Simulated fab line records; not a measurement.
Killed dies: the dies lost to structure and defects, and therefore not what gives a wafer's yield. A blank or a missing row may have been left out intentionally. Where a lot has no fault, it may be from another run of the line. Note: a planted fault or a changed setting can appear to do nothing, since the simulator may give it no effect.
Split-lot study ; flow n5Finfet ; 39 wafers read across 7 lots, on a route 1938 steps long

ON THE SPLIT
At N5_BEOL_M3_TRENCH_ETCH_37 (etches SiOC in C4F6/O2, target depth 55.555 nm, time 29.2 s), the setting targetDepthA was moved away from the recipe's 555.55 angstrom on 15 of the 39 wafers read, by -38.2% to +30.3%. For the rest of the wafers, this setting stayed at what the recipe calls for.

FROM THE SPLIT TO THE READING: what the file shows between them, 2 steps
- N5_BEOL_M3_ETCH_41: etches SiCN in CH3F/O2, target depth 29.9 nm, time 52.5 s
- N5_BEOL_M3_STRIP_97: strips in N2/H2, time 10 s

THE READING
trenchDepthNm, in nm, at N5_BEOL_M3_OCD_MEAS_38. Fault-free wafers of this fab line usually give 55.8 nm, standard deviation 0.83 nm.

wafer;tool, chamber at the split;targetDepthA as run, angstrom;against the recipe;trenchDepthNm, nm;against lot-mates on the recipe
L074.1;rieDiel-03, 2;387.1;-30.3%;38.6;-16.6
L074.2;rieDiel-03, 1;555.55;recipe;55.0;-
L074.3;rieDiel-03, 3;387.1;-30.3%;38.9;-16.3
L074.4;rieDiel-03, 0;555.55;recipe;55.0;-
L074.5;rieDiel-03, 0;555.55;recipe;55.5;-
L074.6;rieDiel-03, 1;387.1;-30.3%;38.6;-16.6
L078.1;rieDiel-03, 1;555.55;recipe;54.5;-
L078.2;rieDiel-03, 2;555.55;recipe;56.1;-
L078.3;rieDiel-03, 0;555.55;recipe;55.3;-
L078.4;rieDiel-03, 3;555.55;recipe;55.1;-
L078.5;rieDiel-03, 1;555.55;recipe;55.0;-
L078.6;rieDiel-03, 2;555.55;recipe;55.8;-
L080.1;rieDiel-06, 2;555.55;recipe;55.2;-
L080.2;rieDiel-06, 0;667.5;+20.2%;66.6;+11.1
L080.3;rieDiel-06, 3;555.55;recipe;55.0;-
L080.4;rieDiel-06, 1;555.55;recipe;56.2;-
L080.5;rieDiel-06, 2;667.5;+20.2%;66.8;+11.3
L080.6;rieDiel-06, 3;667.5;+20.2%;66.1;+10.6
L088.1;rieDiel-01, 0;555.55;recipe;56.6;-
L088.3;rieDiel-01, 1;555.55;recipe;55.8;-
L088.5;rieDiel-01, 0;555.55;recipe;56.7;-
L089.1;rieDiel-01, 3;343.6;-38.2%;35.3;-20.3
L089.2;rieDiel-01, 2;343.6;-38.2%;33.7;-21.9
L089.3;rieDiel-01, 1;343.6;-38.2%;34.3;-21.3
L089.4;rieDiel-01, 0;555.55;recipe;56.3;-
L089.5;rieDiel-01, 1;555.55;recipe;55.2;-
L089.6;rieDiel-01, 2;555.55;recipe;55.2;-
L094.1;rieDiel-03, 0;469.2;-15.5%;46.3;-8.5
L094.2;rieDiel-03, 1;555.55;recipe;55.0;-
L094.3;rieDiel-03, 2;469.2;-15.5%;47.8;-7.0
L094.4;rieDiel-03, 3;555.55;recipe;54.8;-
L094.5;rieDiel-03, 0;469.2;-15.5%;47.0;-7.8
L094.6;rieDiel-03, 3;555.55;recipe;54.5;-
L097.1;rieDiel-01, 3;724;+30.3%;74.8;+18.0
L097.2;rieDiel-01, 2;724;+30.3%;73.0;+16.2
L097.3;rieDiel-01, 1;555.55;recipe;56.4;-
L097.4;rieDiel-01, 0;555.55;recipe;57.1;-
L097.5;rieDiel-01, 3;724;+30.3%;74.0;+17.2
L097.6;rieDiel-01, 0;555.55;recipe;56.9;-

THE FIT
A straight line over all 39 wafers: trenchDepthNm changes by +0.566 nm for each +1% of targetDepthA; r = +1.00; the points scatter about the line by 0.79 nm.
The same after taking each lot's own level away (the mean of its wafers on the recipe; 39 wafers): +0.551 nm for each +1%; r = +1.00; scatter 0.55 nm.
According to that fit, moving targetDepthA by its largest amount changes the reading by 21 nm.
The span of the lots' own levels, 54.77 to 56.80 nm, comes to 2.4 times the standard deviation stated above.
So the lot-to-lot level changes the slope little: the two slopes agree.
Check: with one of the wafers moved furthest among these (-38.2%) left out of the fit, the line predicts -21 nm for it against its lot-mates. It came out at -20.3 nm against them.

THESE WAFERS: OTHER SPLITS
These wafers also went through other splits before the reading. Each is held against what the fit with the lots' levels taken away leaves over:
other split on the same wafers;wafers away from the commonest value;r with trenchDepthNm (lot level and that fit taken away)
N5_FIN_SAQP_PECVD_47 timeS;12;-0.04
N5_SD_EPI_N_DESCUM_14 timeS;15;+0.23
N5_GATE_CUT_ETCH_58 timeS;9;+0.35
N5_BEOL_M0_SAQP_CUT_ETCH_46 timeS;9;-0.13

THE WHOLE CHAIN: every reading that the file lists as answering this split, in the file's order
step;what it does;reading;change (the file's fit);r (the file's)
N5_BEOL_M3_TRENCH_ETCH_37;etches SiOC in C4F6/O2, target depth 55.555 nm, time 29.2 s;etch.depthNm (the simulator's own value, which no gauge read);+0.553 nm for each +1% of the setting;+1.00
N5_BEOL_M3_TRENCH_ETCH_37;etches SiOC in C4F6/O2, target depth 55.555 nm, time 29.2 s;BEOL_M3.featureDepthNm (the simulator's own value, which no gauge read);+0.553 nm for each +1% of the setting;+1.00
N5_BEOL_M3_TRENCH_ETCH_37;etches SiOC in C4F6/O2, target depth 55.555 nm, time 29.2 s;TiN_of_BEOL_M3_HM_DEP_02.thkNm (the simulator's own value, which no gauge read);-0.0231 nm for each +1% of the setting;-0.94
N5_BEOL_M3_OCD_MEAS_38;;trenchDepthNm;+0.55 nm for each +1% of the setting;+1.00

THE FILE'S OWN FIT
trenchDepthNm changes by +0.55 nm for each +1% of targetDepthA, r = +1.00.
